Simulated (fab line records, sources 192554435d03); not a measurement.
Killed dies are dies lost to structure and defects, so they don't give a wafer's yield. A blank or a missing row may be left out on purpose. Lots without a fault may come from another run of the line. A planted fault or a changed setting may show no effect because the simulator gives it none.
Chamber matching | flow n5_finfet | N5_BEOL_M1_DEP_57 on pecvd-03: 3 sister chambers
The step deposits SiCN from 3MS/NH3, target thk 8 nm, time 14 s. 3 wafers are shown with their chamber, then 10 later ones without.

WAFERS WITH THEIR CHAMBER
wafer  | chamber | throttle_valve_pct (%)
L088.3 | 0       | 8.7
L089.2 | 2       | 8.8
L089.4 | 1       | 9.7

WAFERS WITHOUT THEIR CHAMBER
wafer  | throttle_valve_pct (%)
L089.5 | 8.7
L092.1 | 9.0
L092.2 | 8.7
L092.3 | 9.7
L094.2 | 9.2
L094.3 | 8.9
L094.4 | 9.7
L097.2 | 8.9
L097.4 | 9.0
L097.6 | 9.4

WHICH CHAMBER EACH WENT THROUGH
wafer  | from the rows above          | in truth
L089.5 | can't be placed: 0 or 2      | 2
L092.1 | can't be placed: 2 or 0      | 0
L092.2 | can't be placed: 0 or 2      | 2
L092.3 | 1                            | 1
L094.2 | can't be placed: 2 or 0 or 1 | 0
L094.3 | can't be placed: 2 or 0      | 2
L094.4 | 1                            | 1
L097.2 | can't be placed: 2 or 0      | 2
L097.4 | can't be placed: 2 or 0      | 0
L097.6 | can't be placed: 1 or 2      | 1
Placed correctly: 2 of 10. Can't be placed from these rows: 8 (the true chamber is among the candidates in 8). Placed wrongly: 0.
How it was worked out, from the rows above alone: a wafer's distance from a chamber is the root of the sum, over the readings, of the square of ((its reading less the chamber's mean) divided by the reading's scatter). The wafer belongs to the nearest chamber; if the next one is less than 2 further off, it can't be placed. A chamber's mean is the mean of its shown wafers. The scatter: with one shown wafer a chamber, the root of the mean of the squares of how far each hidden wafer lies from its nearest shown one.
